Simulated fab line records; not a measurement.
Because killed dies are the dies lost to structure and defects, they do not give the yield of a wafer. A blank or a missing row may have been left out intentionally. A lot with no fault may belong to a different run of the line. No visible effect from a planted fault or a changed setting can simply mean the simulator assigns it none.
Chamber matching ; flow n5_finfet ; N5_MOL_CONTACT_COAG_ETCH_59 on rie_diel-05 has 4 sister chambers
The step etches underlayer in N2/H2, target depth 13 nm, time 10.4 s. 4 wafers are shown with their chamber, then 8 later ones without.

## WAFERS WITH THEIR CHAMBER
wafer;chamber;drypump_motor_current_A (A)
L083.5;1;5.4
L090.4;2;6.3
L090.5;0;5.2
L092.1;3;4.8

## WAFERS WHOSE CHAMBER IS MISSING
wafer;drypump_motor_current_A (A)
L092.4;5.2
L092.6;4.8
L095.1;5.3
L095.5;5.2
L095.6;5.4
L097.3;5.4
L097.4;6.2
L097.6;5.4

## THE CHAMBER EACH PASSED THROUGH
wafer;from the rows above;in truth
L092.4;0;0
L092.6;3;3
L095.1;can't be placed: 0 or 1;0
L095.5;0;0
L095.6;1;1
L097.3;1;1
L097.4;2;2
L097.6;1;1
Placed correctly: 7 of 8. From these rows, 1 cannot be placed; in 1 the true chamber is one of the candidates. 0 placed wrongly.
How it was worked out, from the rows above alone: a wafer's distance from a chamber is the root of the sum, over the readings, of the square of ((its reading less the chamber's mean) divided by the reading's scatter). The wafer belongs to the nearest chamber; if the next one is less than 2 further off, it can't be placed. For every chamber, the mean is computed from those of its wafers that are shown. The scatter (one wafer shown for each chamber): square how far every hidden wafer sits from the nearest shown wafer, average those squares and take the square root.
